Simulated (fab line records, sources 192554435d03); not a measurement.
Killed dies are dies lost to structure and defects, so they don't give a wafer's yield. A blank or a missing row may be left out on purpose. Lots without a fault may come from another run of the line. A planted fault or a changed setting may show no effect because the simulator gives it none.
Which tool did it? | flow n5_finfet | 9 lots, 27 wafers sampled, at 5 steps of a route of 1938

WHAT THE GAUGES READ, wafer by wafer
The record holds no reading of a measuring or inspecting step that can be judged against a usual standard deviation.

WHICH TOOL RAN EACH LOT (tool, then ch and the chambers of the sampled wafers, then the start)
lot  | N5_BEOL_M5_ETCH_67                 | N5_PASSIVATION_PECVD_35         | N5_PASSIVATION_DESCUM_46           | N5_PASSIVATION_STRIP_48            | N5_PASSIVATION_PROBE_49
L901 | rie_diel-04 ch 0,2,3, day 10 08:16 | pecvd-03 ch 0,2, day 14 02:38   | rie_diel-03 ch 1,2,3, day 14 03:09 | rie_diel-03 ch 1,2,3, day 14 03:43 | prober-01, day 14 06:17
L902 | rie_diel-04 ch 0,2,3, day 10 14:43 | pecvd-01 ch 0,1,2, day 14 14:34 | rie_diel-03 ch 0,3, day 14 15:02   | rie_diel-03 ch 0,3, day 14 15:35   | prober-01, day 14 18:16
L908 | rie_diel-06 ch 0,2,3, day 12 12:55 | pecvd-04 ch 1,2, day 16 17:57   | rie_diel-01 ch 0,1,3, day 16 19:04 | rie_diel-01 ch 0,1,3, day 16 19:37 | -
L914 | rie_diel-04 ch 0,1,3, day 13 17:58 | pecvd-01 ch 0,1, day 17 12:41   | rie_diel-05 ch 0,2, day 17 13:23   | rie_diel-05 ch 0,2, day 17 13:56   | -
L912 | rie_diel-04 ch 1,3, day 13 23:42   | pecvd-04 ch 0,1,2, day 18 05:08 | rie_diel-01 ch 1,2,3, day 18 05:39 | rie_diel-01 ch 1,2,3, day 18 06:12 | -
L916 | rie_diel-04 ch 0,1,3, day 14 04:10 | pecvd-01 ch 1,2, day 18 11:11   | rie_diel-01 ch 0,2,3, day 18 11:52 | rie_diel-01 ch 0,2,3, day 18 12:25 | -
L915 | rie_diel-02 ch 1,2, day 14 08:15   | pecvd-03 ch 0,1,2, day 18 07:10 | rie_diel-03 ch 1,3, day 18 07:50   | rie_diel-03 ch 1,3, day 18 08:23   | -
L917 | rie_diel-04 ch 0,3, day 14 15:15   | pecvd-04 ch 0,1,2, day 18 19:10 | rie_diel-03 ch 0,2,3, day 18 19:38 | rie_diel-03 ch 0,2,3, day 18 20:11 | -
L918 | rie_diel-04 ch 0,1,2, day 14 22:24 | pecvd-04 ch 1,2, day 18 15:19   | rie_diel-03 ch 1,2,3, day 18 15:57 | rie_diel-03 ch 1,2,3, day 18 16:31 | -
- N5_BEOL_M5_ETCH_67: etches SiARC in CF4, target depth 15.6 nm, time 26 s.
- N5_PASSIVATION_PECVD_35: deposits SiNx from SiH4/NH3/N2, target thk 700 nm, time 151.3 s.
- N5_PASSIVATION_DESCUM_46: chemistry O2, time 7.9 s.
- N5_PASSIVATION_STRIP_48: strips in O2.
- N5_PASSIVATION_PROBE_49

WHAT THE TOOLS THEMSELVES READ (means of the sampled wafers that have a number; where no wafer has one, the mark that the record gives instead)
N5_BEOL_M5_ETCH_67. Usual: drypump_motor_current_A 5.4 A, standard deviation 0.32; etch_rf_on_time_s 25.7 s, standard deviation 0.44; oes_product_au 0.70 a.u., standard deviation 0.079; rf_fwd_power_W 531.6 W, standard deviation 1.6; rf_vpp_V 183.9 V, standard deviation 1.2; showerhead_plenum_p_Torr 2.13 Torr, standard deviation 0.067; throttle_valve_pct 15.54 %, standard deviation 0.2.
lot  | tool        | drypump_motor_current_A (A) | etch_rf_on_time_s (s) | oes_product_au (a.u.) | rf_fwd_power_W (W) | rf_vpp_V (V) | showerhead_plenum_p_Torr (Torr) | throttle_valve_pct (%) | flag
L901 | rie_diel-04 | 5.5                         | 25.6                  | 0.79                  | 531.0              | 184.2        | 2.16                            | 15.48                  |
L902 | rie_diel-04 | 5.5                         | 25.8                  | 0.78                  | 530.0              | 184.0        | 2.16                            | 15.47                  |
L908 | rie_diel-06 | 5.5                         | 26.3                  | 0.72                  | 532.0              | 184.9        | 2.16                            | 15.67                  |
L914 | rie_diel-04 | 5.3                         | 25.5                  | 0.71                  | 531.7              | 182.7        | 2.10                            | 15.46                  |
L912 | rie_diel-04 | 5.3                         | 25.5                  | 0.65                  | 532.7              | 184.1        | 2.11                            | 15.38                  |
L916 | rie_diel-04 | 5.3                         | 25.6                  | 0.70                  | 532.5              | 183.5        | 2.10                            | 15.46                  |
L915 | rie_diel-02 | 5.9                         | 25.7                  | 0.73                  | 531.4              | 185.5        | 2.17                            | 15.42                  |
L917 | rie_diel-04 | 5.3                         | 25.9                  | 0.74                  | 531.5              | 183.6        | 2.09                            | 15.55                  |
L918 | rie_diel-04 | 5.4                         | 25.3                  | 0.71                  | 533.2              | 183.5        | 2.16                            | 15.57                  |

N5_PASSIVATION_PECVD_35. Usual: heater_power_outer_w 172 W, standard deviation 54; heater_power_w 384 W, standard deviation 98; rf_fwd_power_W 1400 W, standard deviation 4.2; showerhead_plenum_p_Torr 8.675 Torr, standard deviation 0.028; throttle_valve_pct 29.7 %, standard deviation 1.5.
lot  | tool     | heater_power_outer_w (W) | heater_power_w (W) | rf_fwd_power_W (W) | showerhead_plenum_p_Torr (Torr) | throttle_valve_pct (%) | flag
L901 | pecvd-03 | 179                      | 425                | 1399               | 8.713                           | 29.0                   |
L902 | pecvd-01 | 242                      | 498                | 1403               | 8.674                           | 30.3                   |
L908 | pecvd-04 | 150                      | 328                | 1402               | 8.645                           | 29.3                   |
L914 | pecvd-01 | 174                      | 434                | 1403               | 8.689                           | 32.4                   |
L912 | pecvd-04 | 164                      | 352                | 1400               | 8.663                           | 29.4                   |
L916 | pecvd-01 | 182                      | 385                | 1398               | 8.667                           | 28.2                   |
L915 | pecvd-03 | 180                      | 413                | 1398               | 8.692                           | 29.6                   |
L917 | pecvd-04 | 183                      | 384                | 1404               | 8.657                           | 29.4                   |
L918 | pecvd-04 | 109                      | 281                | 1395               | 8.677                           | 29.3                   |

N5_PASSIVATION_DESCUM_46. Usual: bias_power_w 20.00 W, standard deviation 0.064; drypump_motor_current_A 5.63 A, standard deviation 0.3; oes_product_au 0.82 a.u., standard deviation 0.08; rf_fwd_power_W 49.50 W, standard deviation 0.25; rf_vpp_V 243.6 V, standard deviation 1.4; showerhead_plenum_p_Torr 2.13 Torr, standard deviation 0.087; throttle_valve_pct 20.43 %, standard deviation 0.19.
lot  | tool        | bias_power_w (W) | drypump_motor_current_A (A) | oes_product_au (a.u.) | rf_fwd_power_W (W) | rf_vpp_V (V) | showerhead_plenum_p_Torr (Torr) | throttle_valve_pct (%) | flag
L901 | rie_diel-03 | 19.97            | 5.77                        | 0.93                  | 49.55              | 244.2        | 2.20                            | 20.46                  |
L902 | rie_diel-03 | 19.97            | 5.60                        | 0.89                  | 49.50              | 244.5        | 2.22                            | 20.26                  |
L908 | rie_diel-01 | 19.97            | 5.70                        | 0.73                  | 49.57              | 241.6        | 1.99                            | 20.54                  |
L914 | rie_diel-05 | 20.05            | 5.13                        | 0.76                  | 49.46              | 243.0        | 2.09                            | 20.26                  |
L912 | rie_diel-01 | 19.93            | 5.78                        | 0.80                  | 49.54              | 242.6        | 2.02                            | 20.51                  |
L916 | rie_diel-01 | 19.98            | 5.70                        | 0.81                  | 49.40              | 241.8        | 2.02                            | 20.53                  |
L915 | rie_diel-03 | 20.05            | 5.95                        | 0.83                  | 49.26              | 245.8        | 2.21                            | 20.54                  |
L917 | rie_diel-03 | 20.02            | 5.51                        | 0.84                  | 49.58              | 244.3        | 2.18                            | 20.40                  |
L918 | rie_diel-03 | 19.97            | 5.76                        | 0.85                  | 49.52              | 244.8        | 2.18                            | 20.51                  |

N5_PASSIVATION_STRIP_48. Usual: drypump_motor_current_A 5.63 A, standard deviation 0.3; oes_product_au 0.82 a.u., standard deviation 0.083; rf_vpp_V 3.6 V, standard deviation 2.4; showerhead_plenum_p_Torr 2.13 Torr, standard deviation 0.086; throttle_valve_pct 16.67 %, standard deviation 0.19.
lot  | tool        | drypump_motor_current_A (A) | oes_product_au (a.u.) | rf_vpp_V (V) | showerhead_plenum_p_Torr (Torr) | throttle_valve_pct (%) | flag
L901 | rie_diel-03 | 5.77                        | 0.91                  | 5.5          | 2.20                            | 16.64                  |
L902 | rie_diel-03 | 5.61                        | 0.90                  | 3.7          | 2.22                            | 16.49                  |
L908 | rie_diel-01 | 5.72                        | 0.72                  | 3.5          | 2.00                            | 16.84                  |
L914 | rie_diel-05 | 5.11                        | 0.77                  | 3.4          | 2.09                            | 16.52                  |
L912 | rie_diel-01 | 5.75                        | 0.80                  | 4.7          | 2.02                            | 16.75                  |
L916 | rie_diel-01 | 5.66                        | 0.81                  | 3.0          | 2.02                            | 16.70                  |
L915 | rie_diel-03 | 5.94                        | 0.82                  | 3.5          | 2.21                            | 16.76                  |
L917 | rie_diel-03 | 5.51                        | 0.83                  | 2.7          | 2.18                            | 16.66                  |
L918 | rie_diel-03 | 5.75                        | 0.86                  | 4.5          | 2.18                            | 16.71                  |

N5_PASSIVATION_PROBE_49. Usual: defect_limited_yield 91.2 %, standard deviation 1.2; killed_at_M0_to_M3 34, standard deviation 9.9; killed_at_M4_up 14, standard deviation 5.7; killed_at_contacts 13, standard deviation 6.3; killed_at_front_end 39, standard deviation 9.9; killed_at_other 3.7, standard deviation 2.8; killed_dies 104, standard deviation 15; killed_open 68, standard deviation 12; killed_short 34, standard deviation 6.7; sort_bin_5_function 5.2 %, standard deviation 0.9; sort_bin_6_memory 3.3 %, standard deviation 0.57; sort_n_pass 1076, standard deviation 15; sort_yield_pct 91.2 %, standard deviation 1.2.
lot  | tool      | defect_limited_yield (%) | killed_at_M0_to_M3 | killed_at_M4_up | killed_at_contacts | killed_at_front_end | killed_at_other | killed_dies | killed_open | killed_short | sort_bin_5_function (%) | sort_bin_6_memory (%) | sort_n_pass | sort_yield_pct (%) | flag
L901 | prober-01 | 88.7                     | 34                 | 59              | 10                 | 28                  | 2.0             | 133         | 67          | 26           | 7.0                     | 3.6                   | 1047        | 88.7               | OFF
L902 | prober-01 | 88.0                     | 38                 | 54              | 11                 | 35                  | 4.0             | 141         | 69          | 31           | 7.1                     | 3.9                   | 1039        | 88.0               | OFF

THE ANSWER, worked out from the rows above alone
Rule: a lot is off if the mean of its wafers that have a number lies more than 3 standard deviations from the usual mean. A lot without any number at a reading at which 4 lots or more have one is off too. The other lots that the step has rows for count as sound. The gauges are gone through in route order, then the tools' own readings, and for those a lot's mean is taken as printed above. The first step at which some lot is off is used, and at that step the reading that is off furthest; a lot without a number counts as furthest.
Off: L901, L902, at N5_PASSIVATION_PROBE_49 (killed_at_M4_up). Neither off nor sound, because the step has no rows for them: L908, L914, L912, L916, L915, L917, L918.
A tool fits if, at that step or a process step before it, it ran every lot that is off, and no sound lot after the first of them. Can't be told from this: 3 tools fit, rie_diel-04 at N5_BEOL_M5_ETCH_67, rie_diel-03 at N5_PASSIVATION_DESCUM_46 and N5_PASSIVATION_STRIP_48, prober-01 at N5_PASSIVATION_PROBE_49.

WHAT THE SIMULATOR HAD PUT IN
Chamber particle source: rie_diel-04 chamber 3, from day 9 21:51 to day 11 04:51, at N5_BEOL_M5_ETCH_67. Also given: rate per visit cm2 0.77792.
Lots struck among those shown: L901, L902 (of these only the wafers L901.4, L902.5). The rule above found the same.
